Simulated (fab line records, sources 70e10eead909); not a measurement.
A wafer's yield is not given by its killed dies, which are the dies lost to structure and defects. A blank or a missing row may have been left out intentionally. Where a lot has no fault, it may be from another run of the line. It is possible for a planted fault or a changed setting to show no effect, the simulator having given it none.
Matching of chambers -- flow nand_harc -- NHARC_A_CHANNEL_FILL_D2_ALD_02 on ald_hk-01: 4 sister chambers
The step deposits SiO2, target thk 6 nm, pulse time 10 s, ald cycles 60. 7 wafers are shown with their chamber, then 7 later ones without.

## WAFERS, EACH WITH ITS CHAMBER
wafer,chamber,heater_power_w (W),precursor_pulse_height_rel
L076.4,2,407,0.974
L080.4,0,532,0.985
L082.1,1,445,0.963
L082.2,3,460,0.997
L082.5,3,467,1.003
L089.1,0,532,0.995
L089.2,1,452,0.968

## WAFERS WHOSE CHAMBER IS MISSING
wafer,heater_power_w (W),precursor_pulse_height_rel
L089.6,452,1.011
L092.4,484,1.023
L092.5,491,0.985
L092.6,410,0.981
L096.2,446,0.991
L096.3,414,0.985
L096.5,523,0.963

## CHAMBER TAKEN BY EACH
wafer,from the rows above,in truth
L089.6,3,3
L092.4,3,3
L092.5,3,3
L092.6,2,2
L096.2,can't be placed: 3 or 1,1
L096.3,2,2
L096.5,0,0
Correctly placed: 6 of 7. Unplaceable from these rows: 1, with the true chamber sitting among the candidates in 1. Wrongly placed: 0.
How it was worked out, from the rows above alone: a wafer's distance from a chamber is the root of the sum, over the readings, of the square of ((its reading less the chamber's mean) divided by the reading's scatter). The wafer belongs to the nearest chamber; if the next one is less than 2 further off, it can't be placed. A chamber's mean is the mean of its shown wafers. The scatter: the root of (the sum of the squares of (reading less its chamber's mean) over the shown wafers, divided by (wafers less chambers)).
